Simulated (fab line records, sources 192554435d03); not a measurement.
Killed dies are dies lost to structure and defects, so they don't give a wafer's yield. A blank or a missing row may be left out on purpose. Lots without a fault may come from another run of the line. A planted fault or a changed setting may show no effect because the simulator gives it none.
Chamber matching | flow n5_finfet | N5_BEOL_M4_ILD_DEP_00 on pecvd-02: 3 sister chambers
The step deposits SiOC from DEMS/O2, target thk 79 nm, time 15.3 s. 6 wafers are shown with their chamber, then 11 later ones without.

WAFERS WITH THEIR CHAMBER
wafer  | chamber | throttle_valve_pct (%) | heater_power_w (W)
L085.3 | 0       | 13.7                   | 492
L085.6 | 2       | 12.3                   | 479
L086.1 | 1       | 12.3                   | 600
L086.2 | 0       | 13.7                   | 471
L086.5 | 1       | 12.1                   | 593
L087.1 | 2       | 12.4                   | 560

WAFERS WITHOUT THEIR CHAMBER
wafer  | throttle_valve_pct (%) | heater_power_w (W)
L087.4 | 14.0                   | 479
L087.6 | 12.3                   | 607
L088.1 | 12.1                   | 535
L088.3 | 12.5                   | 592
L088.6 | 13.7                   | 528
L090.2 | 13.7                   | 418
L090.5 | 12.2                   | 566
L090.6 | 12.3                   | 537
L096.3 | 12.4                   | 536
L096.5 | 12.3                   | 553
L096.6 | 12.0                   | 553

WHICH CHAMBER EACH WENT THROUGH
wafer  | from the rows above     | in truth
L087.4 | 0                       | 0
L087.6 | can't be placed: 1 or 2 | 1
L088.1 | can't be placed: 1 or 2 | 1
L088.3 | can't be placed: 2 or 1 | 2
L088.6 | 0                       | 0
L090.2 | 0                       | 0
L090.5 | can't be placed: 1 or 2 | 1
L090.6 | can't be placed: 2 or 1 | 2
L096.3 | 2                       | 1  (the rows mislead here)
L096.5 | can't be placed: 2 or 1 | 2
L096.6 | can't be placed: 1 or 2 | 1
Placed correctly: 3 of 11. Can't be placed from these rows: 7 (the true chamber is among the candidates in 7). Placed wrongly: 1.
How it was worked out, from the rows above alone: a wafer's distance from a chamber is the root of the sum, over the readings, of the square of ((its reading less the chamber's mean) divided by the reading's scatter). The wafer belongs to the nearest chamber; if the next one is less than 2 further off, it can't be placed. A chamber's mean is the mean of its shown wafers. The scatter: the root of (the sum of the squares of (reading less its chamber's mean) over the shown wafers, divided by (wafers less chambers)).
